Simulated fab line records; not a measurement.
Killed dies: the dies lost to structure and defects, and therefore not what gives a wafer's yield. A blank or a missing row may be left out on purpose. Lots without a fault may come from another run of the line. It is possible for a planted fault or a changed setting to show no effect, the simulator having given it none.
A struck lot beside a sound one :: flow nand_harc :: 15 out of 1302 route steps
Sound: the wafers L979.1, L979.2, L979.5. The struck wafers were L973.2, L973.3, L973.6. Last of all comes the cause.
Each step with rows lists, per side, the tool, then ch with its chambers, then its first start. Under that, the readings that differ: sound wafers :: struck wafers :: difference of the means :: sigmas: that difference in standard deviations of wafers without a fault.
alike: words and numbers the same on both sides, and readings whose means are apart by under 2 such deviations; not compared: readings that were withheld, readings missing a value for some wafer, numbers with overlapping values and no deviation given by the record, and bounds like >300 which may hide the same value.
The two part at a step that has a row with sigmas, a row that says differs or no value, or rows on one side only. Non-overlapping numbers with no deviation appear without sigmas and do not part them. A reading that every wafer of one side lacks parts them only if that side has two wafers or more.

NHARC_THIN_TSV_DEP_43: deposits SiO2, target thk 1328.5 nm.
  sound on pecvd-03 ch 0,1,2, day 33 11:02; struck on pecvd-03 ch 1,2, day 31 05:14
  alike: throttle_valve_pct
then, 8 steps without rows for these wafers: NHARC_THIN_TSV_DEHYDRATE_04 (time 120 s); NHARC_THIN_TSV_HMDS_05 (time 30 s); NHARC_THIN_TSV_COAT_06; NHARC_THIN_TSV_SOFTBAKE_07 (time 95 s); NHARC_THIN_TSV_EBR_08; NHARC_THIN_TSV_EXPOSE_09 (exposes mask TSV); NHARC_THIN_TSV_PEB_10 (peb time 85 s); NHARC_THIN_TSV_DEVELOP_11 (time 70 s).
NHARC_THIN_TSV_CD_MEAS_12: the cd target is 1000 nm.
  sound on cd_sem-01 ch 0, day 33 11:49; struck on cd_sem-02 ch 0, day 31 06:01
  alike: cd_nm
then, 1 step without rows for these wafers: NHARC_THIN_TSV_HARDBAKE_13 (time 80 s).
NHARC_THIN_TSV_DESCUM_14: chemistry O2, time 3 s.
  sound on rie_diel-08 ch 0,1, day 33 11:58; struck on rie_diel-07 ch 0,1,3, day 31 06:11
reading: oes_product_au (a.u.)
sound: 0.980 0.994 0.980
struck: 1.014 1.018 1.019
difference: +0.032
sigmas: +3
  alike: drypump_motor_current_A, rf_vpp_V, showerhead_plenum_p_Torr, throttle_valve_pct
  not compared: rf_hours_counter_h
NHARC_THIN_TSV_ETCH_44: etches the open film in CF4/O2, target depth 1594.2 nm, time 797.1 s.
  sound on rie_diel-08 ch 0,3, day 33 12:04; struck on rie_diel-07 ch 2,3, day 31 06:16
  no value came back on the struck wafers for any of 7 readings (bias_w (W), cf4_flow_sccm (sccm) and others); on the sound wafers bias_w (W) reads 801.1 797.4 796.8
  not compared: rf_hours_counter_h
NHARC_THIN_TSV_ETCH_15: target depth 3000 nm, bosch target overetch cycles 2, bosch etch step 2.8 s.
  sound on rie_si-03 ch 0,1,3, day 33 12:40; struck on rie_si-05 ch 1,2, day 31 06:49
  alike: drypump_motor_current_A
  not compared: rf_hours_counter_h
NHARC_END_SORT_01:
  sound on prober-02 ch 0, day 34 03:02; struck on prober-01 ch 0, day 31 20:38
reading: hold
sound: - - -
struck: await_dispo/4.6h/scrap await_dispo/4.6h/scrap await_dispo/4.6h/scrap
difference: no value on the sound wafers
sigmas: 

reading: defect_limited_yield (%)
sound: 94.8 90.7 91.4
struck: 0 0 0
difference: -92
sigmas: -33

reading: killed_at_other
sound: 1 0 1
struck: 633 630 639
difference: +633
sigmas: +99 or more

reading: killed_dies
sound: 35 63 58
struck: 677 677 677
difference: +625
sigmas: +33

reading: sort_bin_2_pct (%)
sound: 1.6 4.1 3.0
struck: 96.3 95.9 96.5
difference: +93.3
sigmas: +72

reading: sort_n_pass
sound: 642 614 619
struck: 0 0 0
difference: -625
sigmas: -33

reading: sort_rim_yield_pct (%)
sound: 89 94 92
struck: 0 0 0
difference: -92
sigmas: -29

reading: sort_yield_pct (%)
sound: 94.8 90.7 91.4
struck: 0 0 0
difference: -92
sigmas: -33
  alike: killed_at_array, killed_at_periphery, killed_open, killed_short, sort_bin_3_pct, sort_bin_4_pct

== WHERE THEY PART ==
Last at NHARC_END_SORT_01 as far as this record goes, first at NHARC_THIN_TSV_DESCUM_14.

WHY: the cause the simulator had injected
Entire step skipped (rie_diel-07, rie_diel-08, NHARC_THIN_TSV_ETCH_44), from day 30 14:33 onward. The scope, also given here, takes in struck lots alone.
